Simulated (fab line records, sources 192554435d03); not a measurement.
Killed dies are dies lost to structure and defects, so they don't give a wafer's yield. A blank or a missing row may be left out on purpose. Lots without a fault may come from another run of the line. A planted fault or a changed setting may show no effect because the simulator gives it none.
Split-lot experiment | flow n5_finfet | 7 lots, 21 wafers read, on a route of 1938 steps

THE SPLIT
At N5_BEOL_M0_SAQP_SPACER2_ALD_26 (deposits SiO2, target thk 15 nm, pulse time 1 s, purge time 2 s), the setting target_thk_a was moved away from the recipe's 150 angstrom on 6 of the 21 wafers read, by -11.7% to +9.1%. The other wafers ran this setting at the recipe's value.

FROM THE SPLIT TO THE READING: what the file shows between them, 10 steps
- N5_BEOL_M0_SAQP_SPACER2_ETCHBACK_27: etches SiO2 in CHF3/O2, target depth 22.5 nm, time 11.25 s
- N5_BEOL_M0_SAQP_MANDREL2_REMOVE_110: chemistry HBr/Cl2/O2, target a-Si, stops on SiCN, bt time 10 s
- N5_BEOL_M0_SAQP_COAT_69: time 60 s, resist thk 90 nm (also split here: spin_rpm)
- N5_BEOL_M0_SAQP_COAT_72: time 60 s, resist thk 15 nm
- N5_BEOL_M0_SAQP_COAT_87: time 60 s, resist thk 5 nm
- N5_BEOL_M0_CUTY_DESCUM_61: chemistry O2, time 7.9 s
- N5_BEOL_M0_CUTY_ETCH_62: etches SiARC in CF4, time 58.5 s
- N5_BEOL_M0_CUTY_ETCH_63: etches SOC in N2/H2, target depth 82.7 nm, overetch 16.5 nm, time 124 s
- N5_BEOL_M0_CUTY_STRIP_64: strips in N2/H2
- N5_BEOL_M0_ETCH_138: etches SiCN in CH3F/O2, target depth 12 nm, time 31.6 s

THE READING
SiO2_of_BEOL_M0_SAQP_SPACER2_ALD_26.thk_nm (the simulator's own value, which no gauge read), in nm, at N5_BEOL_M0_HM_OPEN_105 (chemistry Cl2/BCl3, target TiN, target depth 12 nm). The file gives no usual value for it. The 15 wafers here that ran the recipe average 2.7 nm, standard deviation 0.21 nm.

wafer  | tool, chamber at the split | target_thk_a as run, angstrom | against the recipe | SiO2_of_BEOL_M0_SAQP_SPACER2_ALD_26.thk_nm, nm | against lot-mates on the recipe
L076.3 | ald_sin-02, 0              | 143.7                         | -4.2%              | 2                                              | -0.6
L076.4 | ald_sin-02, 3              | 143.7                         | -4.2%              | 2                                              | -0.6
L076.5 | ald_sin-02, 0              | 150                           | recipe             | 2.6                                            | -
L079.1 | ald_sin-01, 0              | 150                           | recipe             | 2.6                                            | -
L079.3 | ald_sin-01, 3,2            | 150                           | recipe             | 2.8                                            | -
L079.5 | ald_sin-01, 3,2            | 150                           | recipe             | 2.8                                            | -
L084.1 | ald_sin-02, 2,1,0          | 150                           | recipe             | 2.6                                            | -
L084.4 | ald_sin-02, 2,1,0          | 150                           | recipe             | 2.6                                            | -
L084.2 | ald_sin-02, 2,1,0          | 150                           | recipe             | 2.4                                            | -
L086.2 | ald_sin-03, 2,0,2          | 150                           | recipe             | 3                                              | -
L086.6 | ald_sin-03, 2,0,2          | 150                           | recipe             | 3                                              | -
L086.3 | ald_sin-03, 2,0,2          | 150                           | recipe             | 2.8                                            | -
L085.2 | ald_sin-03, 2              | 150                           | recipe             | 2.8                                            | -
L085.3 | ald_sin-03, 3,1            | 163.7                         | +9.1%              | 4                                              | +1.2
L085.4 | ald_sin-03, 3,1            | 163.7                         | +9.1%              | 4                                              | +1.2
L089.1 | ald_sin-03, 2              | 132.5                         | -11.7%             | 1.6                                            | -0.9
L089.3 | ald_sin-03, 0              | 150                           | recipe             | 2.4                                            | -
L089.5 | ald_sin-03, 0              | 150                           | recipe             | 2.6                                            | -
L092.1 | ald_sin-02, 0,2            | 150                           | recipe             | 2.8                                            | -
L092.3 | ald_sin-02, 0,2            | 150                           | recipe             | 2.2                                            | -
L092.4 | ald_sin-02, 0              | 139.1                         | -7.3%              | 2                                              | -0.5
Where a row lists several chambers, the file gives one row for several wafers and doesn't say which wafer went through which chamber.

THE FIT
A straight line over all 21 wafers: SiO2_of_BEOL_M0_SAQP_SPACER2_ALD_26.thk_nm changes by +0.122 nm for each +1% of target_thk_a; r = +0.92; the points scatter about the line by 0.23 nm.
The same after taking each lot's own level away (the mean of its wafers on the recipe; 21 wafers): +0.106 nm for each +1%; r = +0.94; scatter 0.18 nm.
On that fit, the largest move of target_thk_a shifts the reading by 1.2 nm.
The lots' own levels span 2.50 to 2.93 nm, that is 2.0 times the standard deviation above.
So the lot-to-lot level changes the slope: the two fits differ.
Check: with one of the wafers moved furthest among these (-11.7%) left out of the fit, the line predicts -1.38 nm for it against its lot-mates. It came out at -0.9 nm against them.

OTHER SPLITS ON THESE WAFERS
These wafers also went through other splits before the reading. Each is held against what the fit with the lots' levels taken away leaves over:
other split on the same wafers   | wafers away from the commonest value | r with SiO2_of_BEOL_M0_SAQP_SPACER2_ALD_26.thk_nm (lot level and that fit taken away)
N5_BEOL_M0_SAQP_COAT_69 spin_rpm | 7                                    | -0.09

THE WHOLE CHAIN: every reading that the file lists as answering this split, in the file's order
step                                | what it does                                                            | reading                                                                                     | change (the file's fit)                | r (the file's)
N5_BEOL_M0_SAQP_SPACER2_ALD_26      | deposits SiO2, target thk 15 nm, pulse time 1 s, purge time 2 s         | SiO2_of_BEOL_M0_SAQP_SPACER2_ALD_26.thk_nm (the simulator's own value, which no gauge read) | +0.148 nm for each +1% of the setting  | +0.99
N5_BEOL_M0_SAQP_MANDREL2_REMOVE_110 | chemistry HBr/Cl2/O2, target a-Si, stops on SiCN, bt time 10 s          | BEOL_M0_SAQP.cd_nm (the simulator's own value, which no gauge read)                         | +0.14 nm for each +1% of the setting   | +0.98
N5_BEOL_M0_CUTY_ETCH_63             | etches SOC in N2/H2, target depth 82.7 nm, overetch 16.5 nm, time 124 s | SiO2_of_BEOL_M0_SAQP_SPACER2_ALD_26.thk_nm (the simulator's own value, which no gauge read) | +0.138 nm for each +1% of the setting  | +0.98
N5_BEOL_M0_ETCH_138                 | etches SiCN in CH3F/O2, target depth 12 nm, time 31.6 s                 | SiO2_of_BEOL_M0_SAQP_SPACER2_ALD_26.thk_nm (the simulator's own value, which no gauge read) | +0.132 nm for each +1% of the setting  | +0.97
N5_BEOL_M0_HM_OPEN_105              | chemistry Cl2/BCl3, target TiN, target depth 12 nm                      | SiO2_of_BEOL_M0_SAQP_SPACER2_ALD_26.thk_nm (the simulator's own value, which no gauge read) | +0.0952 nm for each +1% of the setting | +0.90

THE FILE'S OWN FIT
SiO2_of_BEOL_M0_SAQP_SPACER2_ALD_26.thk_nm changes by +0.0952 nm for each +1% of target_thk_a, r = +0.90.
